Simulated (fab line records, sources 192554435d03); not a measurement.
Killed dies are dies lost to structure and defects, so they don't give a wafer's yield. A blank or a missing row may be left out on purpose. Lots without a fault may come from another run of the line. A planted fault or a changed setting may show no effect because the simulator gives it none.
A struck lot beside a sound one | flow n5_finfet | 14 steps out of a route of 1938
Sound: wafers L667.2, L667.4, L667.6. Struck: wafers L685.1, L685.3, L685.5. The cause comes at the end.
At each step with rows: each side's tool, then ch and its chambers, then its first start. Under that, the readings that differ: sound wafers | struck wafers | difference of the means | sigmas: that difference in standard deviations of wafers without a fault.
alike: readings whose means differ by less than 2 such deviations, and words and numbers that are the same on both sides. not compared: withheld readings, readings that some wafer has no value for, bounds like >300 that may hide the same value, and numbers for which the record gives no deviation and whose values overlap.
The two part at a step that has a row with sigmas, a row that says differs or no value, or rows on one side only. Numbers that don't overlap but have no deviation are shown without sigmas and don't part them. A reading that every wafer of one side lacks parts them only if that side has two wafers or more.

first, 5 steps without rows for these wafers: N5_BEOL_M15_SOFTBAKE_23 (time 60 s); N5_BEOL_M15_EXPOSE_25 (exposes mask M15, target cd 400 nm); N5_BEOL_M15_PEB_26 (peb time 90 s); N5_BEOL_M15_DEVELOP_27 (develop time 45 s); N5_BEOL_M15_HARDBAKE_32 (time 120 s).
N5_BEOL_M15_CD_MEAS_28: target cd 407.6 nm.
  sound on cd_sem-02 ch 0, day 10 16:59; struck on cd_sem-02 ch 0, day 17 15:47
  reading    | sound             | struck            | difference | sigmas
  cd_nm (nm) | 407.5 409.0 409.3 | 403.6 405.9 404.2 | -4.0       | -2
N5_BEOL_M15_OVL_MEAS_29:
  sound on overlay-02 ch 0, day 10 17:01; struck on overlay-02 ch 0, day 17 15:49
  alike: M15_OVL
N5_BEOL_M15_INSPECT_30: inspects for defects (macro).
  sound on defect_inspect-01, day 10 18:35; struck on defect_inspect-02, day 17 15:50
  alike: raw_defect_count
N5_BEOL_M15_DESCUM_33: chemistry O2, time 7.9 s.
  sound on rie_diel-05 ch 1,2, day 10 18:37; struck on rie_diel-05 ch 0,1,2, day 17 15:55
  alike: drypump_motor_current_A, oes_product_au, rf_vpp_V, showerhead_plenum_p_Torr, throttle_valve_pct
  not compared: rf_hours_counter_h
N5_BEOL_M15_ETCH_61: etches BARC in N2/H2, target depth 89 nm, overetch 26.7 nm, time 67.9 s.
  sound on rie_diel-05 ch 1,2, day 10 18:39; struck on rie_diel-05 ch 0,1,2, day 17 15:57
  alike: drypump_motor_current_A, oes_product_au, rf_vpp_V, showerhead_plenum_p_Torr, throttle_valve_pct
  not compared: rf_hours_counter_h
N5_BEOL_M15_TRENCH_ETCH_34: etches SiO2 in C4F8/O2/Ar, target depth 872.93 nm, time 199 s.
  sound on rie_diel-05 ch 1,2, day 10 18:42; struck on rie_diel-05 ch 0,1,2, day 17 16:00
  alike: drypump_motor_current_A, oes_product_au, rf_vpp_V, showerhead_plenum_p_Torr, throttle_valve_pct
  not compared: rf_hours_counter_h
N5_BEOL_M15_STRIP_36: strips in O2.
  sound on rie_diel-05 ch 0,3, day 10 19:07; struck on rie_diel-05 ch 2,3, day 17 17:48
  no value came back on the struck wafers for any of 7 readings (bias_power_w (W), chamber_pressure_mTorr (mTorr) and others); on the sound wafers bias_power_w (W) reads 0 0 0
  reading                                    | sound | struck            | difference | sigmas
  model.coat_of_BEOL_M15_COAT_22.thk_nm (nm) | 0 0 0 | 536.8 532.2 551.4 | +540.1     |
  not compared: rf_hours_counter_h
N5_BEOL_M15_STRIP_62: strips in O2.
  sound on rie_diel-05 ch 0,3; struck on rie_diel-05 ch 2,3, day 17 17:50
  alike: chamber_pressure_mTorr, drypump_motor_current_A, oes_product_au, rf_vpp_V, showerhead_plenum_p_Torr, throttle_valve_pct
  not compared: rf_hours_counter_h
N5_PASSIVATION_PROBE_49:
  sound on prober-01, day 11 09:53; struck on prober-01, day 18 12:49
  alike: defect_limited_yield, killed_at_M0_to_M3, killed_at_M4_up, killed_at_contacts, killed_at_front_end, killed_at_other, killed_dies, killed_open, killed_short, sort_bin_5_function, sort_bin_6_memory, sort_n_pass, sort_yield_pct

WHERE THEY PART
First at N5_BEOL_M15_CD_MEAS_28; last, within this record, at N5_BEOL_M15_STRIP_36. Later steps at which nothing parts them and some readings are alike: N5_BEOL_M15_STRIP_62, N5_PASSIVATION_PROBE_49.

WHY: what the simulator had put in
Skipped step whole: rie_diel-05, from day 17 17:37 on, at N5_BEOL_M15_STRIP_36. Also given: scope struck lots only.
